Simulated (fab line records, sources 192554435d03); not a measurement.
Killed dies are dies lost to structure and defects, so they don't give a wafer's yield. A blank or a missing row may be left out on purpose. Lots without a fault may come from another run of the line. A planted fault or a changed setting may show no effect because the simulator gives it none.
Split-lot experiment | flow n5_finfet | 7 lots, 21 wafers read, on a route of 1938 steps

THE SPLIT
At N5_BEOL_M5_ETCH_72 (etches underlayer in N2/H2, target depth 6.5 nm, time 5.2 s), the setting source_w was moved away from the recipe's 840 W on 5 of the 21 wafers read, by -13.5% to -5.5%. The other wafers ran this setting at the recipe's value.

The reading is taken at the split's own step.

THE READING
rf_vpp_V, in V, at N5_BEOL_M5_ETCH_72 (etches underlayer in N2/H2, target depth 6.5 nm, time 5.2 s). Fault-free wafers of this fab line usually give 524.8 V, standard deviation 2.1 V.

wafer  | tool, chamber at the split | source_w as run, W | against the recipe | rf_vpp_V, V | against lot-mates on the recipe
L079.2 | rie_diel-05, 1             | 840                | recipe             | 524.1       | -
L079.5 | rie_diel-05, 1             | 840                | recipe             | 525.2       | -
L079.6 | rie_diel-05, 0             | 793.5              | -5.5%              | 537.5       | +12.8
L078.1 | rie_diel-05, 3             | 840                | recipe             | 521.5       | -
L078.3 | rie_diel-05, 0             | 726.4              | -13.5%             | 551.8       | +30.3
L078.5 | rie_diel-05, 3             | 726.4              | -13.5%             | 545.4       | +23.9
L081.3 | rie_diel-05, 1             | 840                | recipe             | 525.5       | -
L081.4 | rie_diel-05, 1             | 840                | recipe             | 524.5       | -
L081.6 | rie_diel-05, 0             | 840                | recipe             | 528.1       | -
L083.1 | rie_diel-02, 0             | 840                | recipe             | 529.2       | -
L083.2 | rie_diel-02, 3             | 840                | recipe             | 528.7       | -
L083.4 | rie_diel-02, 1             | 840                | recipe             | 526.2       | -
L086.2 | rie_diel-05, 0             | 840                | recipe             | 527.1       | -
L086.4 | rie_diel-05, 2             | 777.4              | -7.5%              | 536.6       | +10.4
L086.6 | rie_diel-05, 0             | 840                | recipe             | 525.3       | -
L089.2 | rie_diel-05, 3             | 840                | recipe             | 523.3       | -
L089.4 | rie_diel-05, 2             | 840                | recipe             | 524.8       | -
L089.5 | rie_diel-05, 1             | 840                | recipe             | 522.7       | -
L091.1 | rie_diel-04, 3             | 840                | recipe             | 522.6       | -
L091.2 | rie_diel-04, 0             | 779.5              | -7.2%              | 536.8       | +14.1
L091.4 | rie_diel-04, 1             | 840                | recipe             | 522.7       | -

THE FIT
A straight line over all 21 wafers: rf_vpp_V changes by -1.73 V for each +1% of source_w; r = -0.96; the points scatter about the line by 2.4 V.
The same after taking each lot's own level away (the mean of its wafers on the recipe; 21 wafers): -1.96 V for each +1%; r = -0.98; scatter 1.8 V.
On that fit, the largest move of source_w shifts the reading by 26 V.
The lots' own levels span 521.50 to 528.03 V, that is 3.1 times the standard deviation above.
So the lot-to-lot level changes the slope: the two fits differ.
Check: with one of the wafers moved furthest among these (-13.5%) left out of the fit, the line predicts +24.2 V for it against its lot-mates. It came out at +30.3 V against them.
Tool readings at the split's step, against how far the setting was moved: etch_rf_on_time_s r = -0.92; rf_vpp_V r = -0.96.

THE WHOLE CHAIN: every reading that the file lists as answering this split, in the file's order
step               | what it does                                                | reading           | change (the file's fit)              | r (the file's)
N5_BEOL_M5_ETCH_72 | etches underlayer in N2/H2, target depth 6.5 nm, time 5.2 s | etch_rf_on_time_s | withheld for each +1% of the setting | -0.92
N5_BEOL_M5_ETCH_72 | etches underlayer in N2/H2, target depth 6.5 nm, time 5.2 s | rf_vpp_V          | -1.92 V for each +1% of the setting  | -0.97

THE FILE'S OWN FIT
rf_vpp_V changes by -1.92 V for each +1% of source_w, r = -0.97.
